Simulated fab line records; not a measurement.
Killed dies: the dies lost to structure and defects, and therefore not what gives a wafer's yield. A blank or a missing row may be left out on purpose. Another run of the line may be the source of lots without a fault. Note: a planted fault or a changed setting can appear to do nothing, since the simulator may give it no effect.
Code-filled problem report in 8D (eight disciplines) form | flow nandHarc | the parts of the form that need people (team, actions taken, sign-off) are left out

## 1. PROBLEM STATEMENT
heaterPowerTotalW at NHARC_P_ZERO_WELL_SOFTBAKE_06 reads a mean of 225.0 W on 9 wafers of 3 lots; wafers without a fault read 201.0 W with a standard deviation of 1.3. Measured from the usual mean, that is +18 standard deviations.
The step: time 70 s.
Seen first at day 3 12:00 on lithoTrack-05, wafer L985.3. The record has a number at this step for 39 wafers belonging to 13 lots. Rule for "out", or "out of limits": more than 4 standard deviations from the usual mean. The other wafers with a number count as sound.

## 2. WHAT THIS IS AND IS NOT
question                    | is                     | is not
which readings at this step | heaterPowerTotalW      | -
which lots                  | L985, L987, L988       | L100, L101, L103, L983, L994, L995, L996, L997, L998, L999
which wafers of those lots  | all that have a number | -
read on which tools         | lithoTrack-05          | lithoTrack-03, lithoTrack-07
when                        | from day 3 12:00       | up to then (3 sound wafers); but 27 sound wafers of L100, L101, L103, L994, L995, L996, L997, L998, L999 came after

## 3. WHAT RULES OUT EACH SUSPECT
Counting: a tool stays on the suspect list if, at a process step up to the reading, it processed all lots that are out and no sound lot following the first of them.
- lithoTrack-05 at NHARC_P_ZERO_WELL_SOFTBAKE_06 (time 70 s): ruled out as a lasting fault. Following L985 (day 3 12:00), the first lot on it that is out, the sound lots L994, L100, L101, L103 were run on it.
Left after counting: nothing in the record.

## 4. THE CAUSE (what the simulator had put in)
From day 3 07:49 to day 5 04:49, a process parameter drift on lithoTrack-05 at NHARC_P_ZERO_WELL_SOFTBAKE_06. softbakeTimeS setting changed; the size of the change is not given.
Counting ruled it out, wrongly.

## 5. SEQUENCE OF EFFECTS, ordered by route
One row per reading whose mean, taken over the struck wafers that have a number, lies over 3 standard deviations from the usual. Scope: only readings with a usual standard deviation given in the record; hours: median across lots of the time from each lot's start at the first step in this table that gives one to its start at this step; sigmas: change in usual standard deviations.
hours | step                          | reading           | usual   | on struck wafers | change | sigmas
0     | NHARC_P_ZERO_WELL_SOFTBAKE_06 | heaterPowerTotalW | 201.0 W | 225.0            | +24.0  | +18
Here are the process steps it includes:
- NHARC_P_ZERO_WELL_SOFTBAKE_06: time 70 s.
At these later measuring or inspecting steps, every struck wafer for which the step has a row has a number for every such reading, and none has moved that far: NHARC_P_ZERO_WELL_CD_MEAS_24, NHARC_P_STI_INSPECT_11.

## 6. HOW IT WOULD HAVE BEEN CAUGHT EARLIER
The fault began at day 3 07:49; the first out-of-limits reading in this record came at day 3 12:00, 4 hours later.
